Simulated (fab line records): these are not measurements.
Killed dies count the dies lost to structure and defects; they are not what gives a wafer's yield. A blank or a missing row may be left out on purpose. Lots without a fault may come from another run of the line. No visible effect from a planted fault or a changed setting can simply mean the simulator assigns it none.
fab line records	flow nandHarc
[record] lots = 24	wafers = 72	lastDay = 33
route steps=1302 shown A_WL_FILL@958 A_CONTACT@1007
lots that met no fault: from a run of the same line without faults
startH: hours from the record's first day to the start of the lot's first wafer shown	waitH: time in hours since the lot's previous step	" same as the row above	L1.1+2: a row that stands for several wafers	- no value present, or no start provided	* or withheld: withheld	< > ~ a bound
route shown NAME@n: a module of which the file shows steps, and the number in the route of the first	usual: mean and standard deviation over wafers with no fault	same: alike in all rows	chamber/n: place in a boat	sites: the reading at each site	_std_site: standard deviation of those values	_edge_site: mean of outer sites minus mean of inner sites	radiusMm: for every site, how far away it sits from the centre of the wafer	mask NAME#n: copy n	behind: the tool/chamber that last shaped the wafer	hold: the reason the lot was held/the length of the hold in hours/how it ended	device: transistor that didn't switch, given as n, p or np	end of line: tests run on the same wafers once the route is complete	a step without rows: its recipe alone	killed: the dies lost at the first sort to structure and to defects; this is not the yield of the wafer	map: the dies of a wafer, with x for killed, . for not killed, _ for no die there
set.NAME: the setting that was run; set.NAME@STEP: the one run at that earlier step	model.NAME: the simulator's own value behind a step, which no gauge read
the route's steps for a sample of lots (tables are steps, rows are wafers)
services: from which hour (startH, from the record's first day; less than 0 if before it) a tool's chamber was out of use, for how many hours, and why
[[steps]]
[step NHARC_A_WL_FILL_ETCHBACK_05]
[recipe] targetDepthA = 220	timeS = 60	tempC = 40	chemistry = Cl2/BCl3
[usual] drypumpMotorCurrentA = 5.6/0.51	oesProductAu = 0.996/0.0078
lot.wafer	tool	chamber	startH	waitH	drypumpMotorCurrentA	oesProductAu	rfHoursCounterH
L074.1	rieMetal-03	0	463.75	0.2	6.0	1.006	1.8
L074.2	"	1	"	"	5.2	0.996	1.8
L074.5	"	0	"	"	6.0	1.005	-
L077.2	rieMetal-03	1	479.06	0.2	5.2	0.993	2.3
L077.3	"	0	"	"	6.0	1.020	-
L077.5	"	0	"	"	6.1	1.002	-
L076.3	rieMetal-02	0	481.97	0.2	5.2	1.001	-
L076.4	"	1	"	"	6.5	0.991	-
L076.5	"	1	"	"	6.5	0.997	-
L075.2	rieMetal-01	0	486.07	0.2	5.0	0.993	1.6
L075.4	"	1	"	"	5.6	1.005	-
L075.5	"	0	"	"	5.0	0.999	-
L078.1	rieMetal-01	0	501.50	0.2	5.0	0.989	1.9
L078.2	"	1	"	"	5.6	1.003	1.9
L078.5	"	1	"	"	5.6	1.014	-
L079.1	rieMetal-03	0	504.78	0.2	6.0	0.998	2.8
L079.4	"	0	"	"	6.0	0.997	-
L079.3	"	1	"	"	5.2	0.996	-
L081.1	rieMetal-02	0	521.63	0.2	5.2	1.004	1.4
L081.2	"	1	"	"	6.4	0.994	1.4
L081.3	"	1	"	"	6.4	0.997	-
L080.3	rieMetal-01	1	524.13	0.1	5.5	0.999	-
L080.6	"	1	"	"	5.6	1.001	-
L080.5	"	0	"	"	5.0	0.996	-
L083.2	rieMetal-01	0	536.31	0.2	5.0	0.996	2.6
L083.4	"	1	"	"	5.6	0.993	-
L083.6	"	0	"	"	5.0	0.993	-
L082.4	rieMetal-03	1	536.50	0.2	5.3	0.993	-
L082.3	"	0	"	"	6.1	0.999	-
L082.5	"	0	"	"	6.1	0.995	-
L085.4	rieMetal-03	1	566.71	0.2	5.2	0.985	-
L085.5	"	1	"	"	5.2	0.987	-
L085.6	"	0	"	"	6.1	1.002	-
L084.2	rieMetal-02	1	566.79	0.3	6.4	0.996	1.9
L084.4	"	1	"	"	6.5	0.996	-
L084.6	"	1	"	"	6.4	0.988	-
L086.3	rieMetal-01	1	588.86	0.1	5.6	0.988	-
L086.4	"	0	"	"	5.0	1.001	-
L086.6	"	1	"	"	5.6	0.993	-
L087.2	rieMetal-01	0	598.01	0.2	5.0	0.991	0.4
L087.5	"	1	"	"	5.6	0.971	-
L087.6	"	0	"	"	5.0	0.987	-
L089.1	rieMetal-01	1	609.14	0.2	5.6	0.991	0.6
L089.3	"	0	"	"	5.0	0.993	-
L089.6	"	0	"	"	5.0	0.994	-
L088.1	rieMetal-03	0	609.35	0.2	6.0	1.011	1.3
L088.4	"	1	"	"	5.3	0.990	-
L088.5	"	1	"	"	5.3	0.991	-
L090.4	rieMetal-03	0	622.03	0.1	6.1	1.001	-
L090.3	"	1	"	"	5.2	0.991	-
L090.5	"	1	"	"	5.2	0.984	-
L092.1	rieMetal-03	1	623.13	0.2	5.2	1.001	1.8
L092.3	"	0	"	"	6.1	1.005	-
L092.6	"	1	"	"	5.2	0.983	-
L091.2	rieMetal-02	1	623.31	0.2	6.4	0.995	2.5
L091.3	"	1	"	"	6.4	0.990	-
L091.6	"	0	"	"	5.1	1.000	-
L093.3	rieMetal-02	1	650.21	0.3	6.4	0.998	-
L093.4	"	1	"	"	6.5	0.980	-
L093.5	"	1	"	"	6.4	0.977	-
L094.2	rieMetal-01	0	663.54	0.2	5.0	0.982	2.0
L094.1	"	1	"	"	5.6	0.999	1.3
L094.5	"	0	"	"	5.0	0.986	-
L095.2	rieMetal-03	1	672.94	0.2	5.2	0.986	2.6
L095.3	"	0	"	"	6.0	1.004	-
L095.5	"	1	"	"	5.2	0.992	-
L096.3	rieMetal-02	0	696.80	0.2	5.2	0.999	-
L096.5	"	1	"	"	6.5	0.991	-
L096.6	"	0	"	"	5.2	0.988	-
L097.3	rieMetal-01	0	700.51	0.1	5.0	0.989	-
L097.4	"	1	"	"	5.6	0.990	-
L097.6	"	1	"	"	5.6	0.993	-
[step NHARC_A_WL_FILL_STRIP_27]
[recipe] powerW = 1500	tempC = 250	timeS = 20	chemistry = N2/H2
[usual] drypumpMotorCurrentA = 5.6/0.33	heaterPowerW = 342/24	rfReflPowerW = 19/3.7
lot.wafer	tool	chamber	startH	waitH	drypumpMotorCurrentA	heaterPowerW	rfHoursCounterH	rfReflPowerW
L074.2	plasmaAsher-02	1	463.89	0.1	5.3	318	4	14
L074.1	"	0	"	"	5.5	345	4	23
L074.5	"	0	"	"	5.5	351	-	24
L077.2	plasmaAsher-01	0	479.18	0.1	6.2	348	28	-
L077.3	"	1	"	"	5.9	393	-	-
L077.5	"	0	"	"	6.2	341	-	-
L076.3	plasmaAsher-02	1	482.13	0.1	5.3	323	-	15
L076.4	"	0	"	"	5.5	350	-	23
L076.5	"	1	"	"	5.3	317	-	15
L075.2	plasmaAsher-02	1	486.22	0.1	5.3	318	7	-
L075.4	"	0	"	"	5.5	349	-	-
L075.5	"	0	"	"	5.5	342	-	-
L078.2	plasmaAsher-02	1	501.64	0.1	5.3	313	11	15
L078.1	"	0	"	"	5.5	340	11	23
L078.5	"	1	"	"	5.3	315	-	15
L079.1	plasmaAsher-01	1	504.92	0.1	5.9	386	34	18
L079.4	"	1	"	"	5.9	379	-	18
L079.3	"	0	"	"	6.1	347	-	18
L081.2	plasmaAsher-02	0	522.31	0.7	5.5	353	16	23
L081.1	"	1	"	"	5.3	317	16	15
L081.3	"	1	"	"	5.3	313	-	14
L080.3	plasmaAsher-02	1	524.31	0.2	5.3	319	-	-
L080.6	"	0	"	"	5.5	344	-	-
L080.5	"	1	"	"	5.3	317	-	-
L083.2	plasmaAsher-01	0	536.45	0.1	6.2	341	1	-
L083.4	"	1	"	"	5.9	386	-	-
L083.6	"	0	"	"	6.2	340	-	-
L082.4	plasmaAsher-02	0	536.66	0.1	5.5	347	-	24
L082.3	"	1	"	"	5.3	317	-	14
L082.5	"	1	"	"	5.3	317	-	15
L085.4	plasmaAsher-02	0	566.87	0.1	5.5	346	-	24
L085.6	"	0	"	"	5.5	343	-	24
L085.5	"	1	"	"	5.3	312	-	15
L084.2	plasmaAsher-01	0	566.96	0.2	6.2	354	6	18
L084.4	"	0	"	"	6.2	353	-	18
L084.6	"	1	"	"	5.9	381	-	17
L086.4	plasmaAsher-01	0	589.03	0.1	6.2	355	-	19
L086.3	"	1	"	"	5.9	379	-	18
L086.6	"	1	"	"	5.9	386	-	17
L087.2	plasmaAsher-02	1	598.17	0.1	5.3	321	32	15
L087.5	"	0	"	"	5.5	351	-	24
L087.6	"	1	"	"	5.3	319	-	15
L089.1	plasmaAsher-01	1	609.29	0.1	5.9	398	14	19
L089.3	"	1	"	"	5.9	380	-	18
L089.6	"	1	"	"	5.9	377	-	18
L088.1	plasmaAsher-02	1	609.50	0.1	5.3	319	35	-
L088.4	"	0	"	"	5.5	343	-	-
L088.5	"	1	"	"	5.3	317	-	-
L090.4	plasmaAsher-01	0	622.19	0.1	6.2	348	-	-
L090.3	"	1	"	"	5.9	382	-	-
L090.5	"	1	"	"	5.9	372	-	-
L092.1	plasmaAsher-01	0	623.26	0.1	6.2	346	18	19
L092.3	"	0	"	"	6.2	337	-	19
L092.6	"	0	"	"	6.2	348	-	19
L091.2	plasmaAsher-02	0	623.61	0.3	5.5	342	1	-
L091.3	"	1	"	"	5.3	322	-	-
L091.6	"	0	"	"	5.5	341	-	-
L093.3	plasmaAsher-02	0	650.42	0.2	5.5	338	-	24
L093.4	"	1	"	"	5.3	326	-	14
L093.5	"	0	"	"	5.5	347	-	23
L094.1	plasmaAsher-02	0	663.68	0.1	5.5	349	9	23
L094.2	"	1	"	"	5.3	313	9	14
L094.5	"	0	"	"	5.5	342	-	23
L095.2	plasmaAsher-02	0	673.07	0.1	5.5	342	12	24
L095.3	"	1	"	"	5.3	318	-	15
L095.5	"	1	"	"	5.3	317	-	15
L096.3	plasmaAsher-02	1	696.95	0.1	5.3	312	-	15
L096.6	"	1	"	"	5.3	315	-	15
L096.5	"	0	"	"	5.5	337	-	23
L097.4	plasmaAsher-02	0	700.81	0.3	5.5	339	-	-
L097.3	"	1	"	"	5.3	315	-	-
L097.6	"	0	"	"	5.5	340	-	-
[step NHARC_A_WL_FILL_CVD_20]
[recipe] targetThkA = 1000	tempC = 400	pressureTorr = 40	wf6FlowSccm = 40	h2FlowSccm = 1600	arFlowSccm = 1560	timeS = 74	material = W
[usual] heaterPowerW = 776/37	throttleValvePct = 7.7/0.3
lot.wafer	tool	chamber	startH	waitH	heaterPowerW	throttleValvePct
L074.2	cvdW-01	0	-	-	768	7.5
L074.1	"	1	"	"	763	7.3
L074.5	"	1	"	"	765	7.5
L077.2	cvdW-01	1	-	-	767	7.3
L077.3	"	1	"	"	745	7.4
L077.5	"	1	"	"	769	7.5
L076.3	cvdW-02	1	-	-	811	8.0
L076.4	"	0	"	"	729	7.7
L076.5	"	0	"	"	712	7.7
L075.2	cvdW-02	0	-	-	700	7.7
L075.4	"	1	"	"	782	7.7
L075.5	"	0	"	"	732	7.9
L078.1	cvdW-01	0	-	-	771	7.7
L078.2	"	1	"	"	760	7.4
L078.5	"	0	"	"	778	7.8
L079.1	cvdW-02	1	-	-	833	8.2
L079.4	"	1	"	"	801	8.2
L079.3	"	0	"	"	707	7.6
L081.1	cvdW-01	0	-	-	783	7.7
L081.2	"	1	"	"	761	7.2
L081.3	"	1	"	"	767	7.6
L080.3	cvdW-02	0	-	-	729	7.6
L080.5	"	0	"	"	729	7.8
L080.6	"	1	"	"	804	8.3
L083.2	cvdW-02	1	-	-	807	8.2
L083.4	"	0	"	"	738	7.8
L083.6	"	0	"	"	733	8.1
L082.3	cvdW-02	0	-	-	711	8.0
L082.4	"	1	"	"	824	8.1
L082.5	"	0	"	"	721	7.8
L085.4	cvdW-01	0	-	-	768	8.0
L085.5	"	1	"	"	807	7.4
L085.6	"	0	"	"	769	7.5
L084.2	cvdW-02	1	-	-	807	8.0
L084.4	"	1	"	"	823	8.2
L084.6	"	1	"	"	800	7.9
L086.4	cvdW-01	1	-	-	807	7.1
L086.3	"	0	"	"	793	7.8
L086.6	"	1	"	"	829	7.4
L087.2	cvdW-02	0	-	-	725	7.9
L087.6	"	0	"	"	717	7.8
L087.5	"	1	"	"	810	8.0
L089.1	cvdW-02	0	-	-	714	8.0
L089.3	"	0	"	"	728	8.0
L089.6	"	0	"	"	739	7.7
L088.1	cvdW-01	0	-	-	794	7.6
L088.4	"	0	"	"	787	7.9
L088.5	"	0	"	"	776	7.6
L090.4	cvdW-01	1	-	-	807	7.2
L090.3	"	0	"	"	797	8.1
L090.5	"	0	"	"	767	7.9
L091.2	cvdW-01	1	-	-	813	7.2
L091.3	"	1	"	"	824	7.4
L091.6	"	1	"	"	796	7.6
L092.1	cvdW-01	1	-	-	790	7.2
L092.3	"	0	"	"	801	7.9
L092.6	"	1	"	"	808	7.2
L093.4	cvdW-01	1	-	-	820	7.3
L093.3	"	0	"	"	796	7.7
L093.5	"	1	"	"	817	7.2
L094.1	cvdW-01	1	-	-	815	7.5
L094.2	"	0	"	"	807	7.8
L094.5	"	0	"	"	789	7.7
L095.2	cvdW-02	0	-	-	721	7.8
L095.3	"	0	"	"	694	7.7
L095.5	"	0	"	"	693	7.7
L097.4	cvdW-01	1	-	-	819	7.4
L097.3	"	0	"	"	801	7.7
L097.6	"	0	"	"	784	8.0
L096.3	cvdW-02	1	-	-	721	8.2
L096.6	"	1	"	"	746	8.1
L096.5	"	0	"	"	724	7.6
[step NHARC_A_WL_FILL_CMP_12]
[recipe] tOverpolishS = 30	targetThkNm = 100
[usual] motorCurrentA = 11.5/1.3	overpolishRunS = 30.000/0.0086	timeToEndpointS = 20.9/2.7
lot.wafer	tool	chamber	startH	waitH	motorCurrentA	overpolishRunS	timeToEndpointS
L074.2	cmp-03	0	480.02	0.2	13.3	29.996	15.3
L074.1	"	1	"	"	10.4	30.002	20.0
L074.5	"	2	"	"	11.3	29.989	18.4
L077.3	cmp-04	1	495.67	0.1	11.2	29.991	18.6
L077.2	"	3	"	"	13.6	30.006	18.4
L077.5	"	1	"	"	10.8	29.996	19.5
L076.4	cmp-01	1	498.19	0.1	12.1	30.009	21.2
L076.3	"	3	"	"	12.4	30.001	16.1
L076.5	"	2	"	"	11.9	29.996	23.2
L075.2	cmp-01	0	502.40	0.1	11.4	29.996	23.6
L075.4	"	2	"	"	12.0	29.992	19.4
L075.5	"	1	"	"	11.9	30.007	20.5
L078.2	cmp-03	3	517.74	0.1	10.8	30.003	17.1
L078.1	"	1	"	"	10.5	30.004	22.4
L078.5	"	3	"	"	11.0	30.006	20.1
L079.3	cmp-03	1	521.04	0.1	10.3	29.991	21.2
L079.4	"	2	"	"	12.1	30.016	16.4
L079.1	"	0	"	"	13.9	30.002	14.7
L081.1	cmp-01	3	539.22	0.2	11.4	30.009	21.4
L081.2	"	1	"	"	12.1	30.003	23.9
L081.3	"	2	"	"	12.6	29.998	20.0
L080.3	cmp-04	2	539.30	0.2	9.8	30.011	25.7
L080.6	"	3	"	"	14.0	29.992	20.4
L080.5	"	0	"	"	10.9	30.029	19.9
L083.2	cmp-01	3	554.76	0.2	11.7	29.998	16.8
L083.4	"	0	"	"	11.2	29.999	25.1
L083.6	"	2	"	"	13.1	29.997	22.1
L082.3	cmp-04	2	554.84	0.1	9.4	29.996	24.6
L082.4	"	0	"	"	10.7	30.002	23.2
L082.5	"	3	"	"	13.7	30.006	18.7
L085.4	cmp-04	1	584.52	0.1	11.0	30.009	21.2
L085.6	"	0	"	"	11.0	29.998	23.0
L085.5	"	1	"	"	10.9	29.989	19.6
L084.4	cmp-04	0	584.69	0.2	10.8	30.001	21.7
L084.2	"	2	"	"	9.8	29.990	24.5
L084.6	"	0	"	"	10.9	30.005	24.1
L086.4	cmp-04	2	606.07	0.1	10.0	29.993	26.0
L086.3	"	3	"	"	13.6	30.005	23.4
L086.6	"	3	"	"	13.8	29.987	20.8
L087.2	cmp-04	3	614.53	0.2	14.0	30.009	19.8
L087.5	"	1	"	"	11.2	30.001	19.7
L087.6	"	2	"	"	9.8	29.993	23.8
L088.4	cmp-01	3	628.06	0.1	12.2	30.002	16.9
L088.1	"	0	"	"	11.0	30.005	18.6
L088.5	"	3	"	"	11.7	29.991	17.2
L089.1	cmp-04	0	628.09	0.2	10.7	29.992	16.7
L089.3	"	1	"	"	11.3	30.004	16.6
L089.6	"	3	"	"	13.3	30.001	16.7
L090.4	cmp-01	2	638.25	0.1	12.6	30.016	20.9
L090.3	"	3	"	"	11.2	29.995	18.8
L090.5	"	3	"	"	12.2	30.010	19.5
L091.3	cmp-03	1	638.39	0.1	10.0	29.994	22.7
L091.2	"	2	"	"	11.4	29.992	21.3
L091.6	"	1	"	"	10.4	29.991	20.9
L092.3	cmp-04	0	638.52	0.1	10.6	29.995	20.8
L092.1	"	2	"	"	9.7	29.984	22.4
L092.6	"	0	"	"	10.0	30.012	20.0
L093.4	cmp-04	3	671.30	0.1	13.6	29.983	17.3
L093.3	"	0	"	"	10.5	29.993	19.9
L093.5	"	0	"	"	11.1	29.993	20.6
L094.2	cmp-04	2	679.17	0.1	9.8	30.017	24.4
L094.1	"	3	"	"	14.4	30.004	19.8
L094.5	"	3	"	"	14.3	30.001	18.2
L095.2	cmp-01	0	689.20	0.2	10.8	30.018	24.7
L095.3	"	1	"	"	11.9	30.014	21.1
L095.5	"	1	"	"	11.9	29.996	22.9
L097.4	cmp-04	2	714.38	0.1	9.9	29.986	22.1
L097.3	"	3	"	"	13.9	29.994	20.6
L097.6	"	3	"	"	14.4	30.003	19.0
L096.3	cmp-03	2	714.40	0.1	11.9	30.004	21.4
L096.6	"	1	"	"	11.1	30.001	24.6
L096.5	"	2	"	"	11.9	30.007	23.3
[step NHARC_A_CONTACT_ETCH_113]
[recipe] sourceW = withheld	pressureMtorr = 20	biasV = 3000	timeS = 190	targetDepthA = 18500	arFlowSccm = withheld	c4f8FlowSccm = withheld	o2FlowSccm = withheld	chemistry = C4F8/O2/Ar
lot.wafer	tool	chamber	startH	waitH	rfHoursCounterH
L074.2	harCapEtch-01	1	488.64	0.1	126
L074.1	"	0	"	"	126
L074.5	"	0	"	"	-
L077.2	harCapEtch-02	1	504.25	0.1	84
L077.3	"	1	"	"	-
L077.5	"	1	"	"	-
L076.3	harCapEtch-03	1	507.83	0.1	-
L076.4	"	0	"	"	-
L076.5	"	0	"	"	-
L075.2	harCapEtch-03	1	514.17	0.1	46
L075.4	"	0	"	"	-
L075.5	"	0	"	"	-
L078.2	harCapEtch-01	0	528.64	0.1	2
L078.1	"	1	"	"	2
L078.5	"	0	"	"	-
L079.1	harCapEtch-03	0	532.10	0.1	49
L079.3	"	1	"	"	-
L079.4	"	0	"	"	-
L081.2	harCapEtch-02	0	547.63	0.1	94
L081.1	"	1	"	"	94
L081.3	"	0	"	"	-
L080.3	harCapEtch-03	0	549.21	0.1	-
L080.6	"	1	"	"	-
L080.5	"	0	"	"	-
L082.3	harCapEtch-03	1	567.88	0.1	-
L082.4	"	0	"	"	-
L082.5	"	0	"	"	-
L083.2	harCapEtch-01	0	568.08	0.1	9
L083.4	"	0	"	"	-
L083.6	"	1	"	"	-
L085.4	harCapEtch-03	1	593.12	0.2	-
L085.5	"	0	"	"	-
L085.6	"	1	"	"	-
L084.2	harCapEtch-01	1	593.21	0.1	14
L084.4	"	0	"	"	-
L084.6	"	0	"	"	-
L086.4	harCapEtch-01	0	615.73	0.1	-
L086.3	"	1	"	"	-
L086.6	"	1	"	"	-
L087.2	harCapEtch-03	1	623.61	0.1	63
L087.6	"	0	"	"	-
L087.5	"	1	"	"	-
L089.1	harCapEtch-03	1	636.89	0.2	66
L089.3	"	1	"	"	-
L089.6	"	1	"	"	-
L088.1	harCapEtch-02	1	637.68	0.1	109
L088.4	"	0	"	"	-
L088.5	"	1	"	"	-
L090.3	harCapEtch-03	0	646.88	0.2	-
L090.4	"	1	"	"	-
L090.5	"	0	"	"	-
L091.2	harCapEtch-02	0	647.00	0.1	111
L091.3	"	0	"	"	-
L091.6	"	0	"	"	-
L092.1	harCapEtch-01	1	647.54	0.1	25
L092.3	"	1	"	"	-
L092.6	"	1	"	"	-
L093.4	harCapEtch-01	0	681.84	0.1	-
L093.3	"	1	"	"	-
L093.5	"	0	"	"	-
L094.1	harCapEtch-03	0	688.17	0.1	75
L094.2	"	1	"	"	75
L094.5	"	1	"	"	-
L095.2	harCapEtch-01	1	697.73	0.1	34
L095.3	"	0	"	"	-
L095.5	"	0	"	"	-
L096.3	harCapEtch-03	0	722.92	0.1	-
L096.5	"	0	"	"	-
L096.6	"	1	"	"	-
L097.3	harCapEtch-02	1	723.24	0.2	-
L097.4	"	0	"	"	-
L097.6	"	1	"	"	-
[step NHARC_A_CONTACT_ETCH_116]
[recipe] sourceW = withheld	pressureMtorr = 20	biasV = 3000	timeS = 190	targetDepthA = 18500	arFlowSccm = withheld	c4f8FlowSccm = withheld	o2FlowSccm = withheld	chemistry = C4F8/O2/Ar
lot.wafer	tool	chamber	startH	waitH	rfHoursCounterH
L074.2	harCapEtch-01	1	489.16	0.1	126
L074.1	"	0	"	"	126
L074.5	"	0	"	"	-
L077.2	harCapEtch-02	1	504.76	0.1	84
L077.3	"	1	"	"	-
L077.5	"	1	"	"	-
L076.3	harCapEtch-03	1	508.34	0.1	-
L076.4	"	0	"	"	-
L076.5	"	0	"	"	-
L075.2	harCapEtch-03	1	514.68	0.1	46
L075.4	"	0	"	"	-
L075.5	"	0	"	"	-
L078.2	harCapEtch-01	0	529.15	0.1	3
L078.1	"	1	"	"	3
L078.5	"	0	"	"	-
L079.1	harCapEtch-03	0	532.61	0.1	50
L079.3	"	1	"	"	-
L079.4	"	0	"	"	-
L081.2	harCapEtch-02	0	548.14	0.1	94
L081.1	"	1	"	"	94
L081.3	"	0	"	"	-
L080.3	harCapEtch-03	0	549.72	0.1	-
L080.6	"	1	"	"	-
L080.5	"	0	"	"	-
L082.3	harCapEtch-03	1	568.39	0.1	-
L082.4	"	0	"	"	-
L082.5	"	0	"	"	-
L083.2	harCapEtch-01	0	568.60	0.1	10
L083.4	"	0	"	"	-
L083.6	"	1	"	"	-
L084.2	harCapEtch-01	1	593.72	0.1	15
L084.4	"	0	"	"	-
L084.6	"	0	"	"	-
L085.4	harCapEtch-03	1	593.80	0.2	-
L085.5	"	0	"	"	-
L085.6	"	1	"	"	-
L086.4	harCapEtch-01	0	616.24	0.1	-
L086.3	"	1	"	"	-
L086.6	"	1	"	"	-
L087.2	harCapEtch-03	1	624.12	0.1	64
L087.6	"	0	"	"	-
L087.5	"	1	"	"	-
L089.1	harCapEtch-03	1	637.57	0.2	66
L089.3	"	1	"	"	-
L089.6	"	1	"	"	-
L088.1	harCapEtch-02	1	638.19	0.1	109
L088.4	"	0	"	"	-
L088.5	"	1	"	"	-
L091.2	harCapEtch-02	0	647.51	0.1	111
L091.3	"	0	"	"	-
L091.6	"	0	"	"	-
L090.3	harCapEtch-03	0	647.56	0.2	-
L090.4	"	1	"	"	-
L090.5	"	0	"	"	-
L092.1	harCapEtch-01	1	648.05	0.1	25
L092.3	"	1	"	"	-
L092.6	"	1	"	"	-
L093.4	harCapEtch-01	0	682.36	0.1	-
L093.3	"	1	"	"	-
L093.5	"	0	"	"	-
L094.1	harCapEtch-03	0	688.69	0.1	76
L094.2	"	1	"	"	76
L094.5	"	1	"	"	-
L095.2	harCapEtch-01	1	698.24	0.1	35
L095.3	"	0	"	"	-
L095.5	"	0	"	"	-
L096.3	harCapEtch-03	0	723.43	0.1	-
L096.5	"	0	"	"	-
L096.6	"	1	"	"	-
L097.3	harCapEtch-02	1	723.93	0.2	-
L097.4	"	0	"	"	-
L097.6	"	1	"	"	-
[[services]]
tool	chamber	startH	hours	kind
cvdW-02	-	450.00	13.0	pm
cmp-04	-	454.62	1.4	repair
cvdW-01	-	475.55	1.4	repair
cmp-04	-	487.81	0.3	repair
rieMetal-03	1	494.10	3.1	repair
harCapEtch-01	-	494.23	0.3	repair
harCapEtch-01	-	497.00	17.0	pm
cmp-04	-	503.26	4.0	pm
rieMetal-03	-	519.00	9.0	pm
cvdW-02	1	521.80	1.2	repair
cvdW-01	-	547.38	13.0	pm
cvdW-02	0	570.32	14.0	repair
rieMetal-01	-	575.00	9.0	pm
cmp-04	-	601.26	4.0	pm
plasmaAsher-02	-	613.62	9.0	pm
rieMetal-01	1	621.90	15.7	repair
cmp-04	-	622.82	1.0	repair
harCapEtch-01	-	626.72	0.7	repair
cvdW-02	-	631.00	13.0	pm
cvdW-01	-	635.98	0.5	repair
rieMetal-03	-	696.00	9.0	pm
cmp-04	-	699.33	4.0	pm
harCapEtch-01	-	714.15	20.4	repair
plasmaAsher-02	-	717.55	1.2	repair
[[key]]
fault none
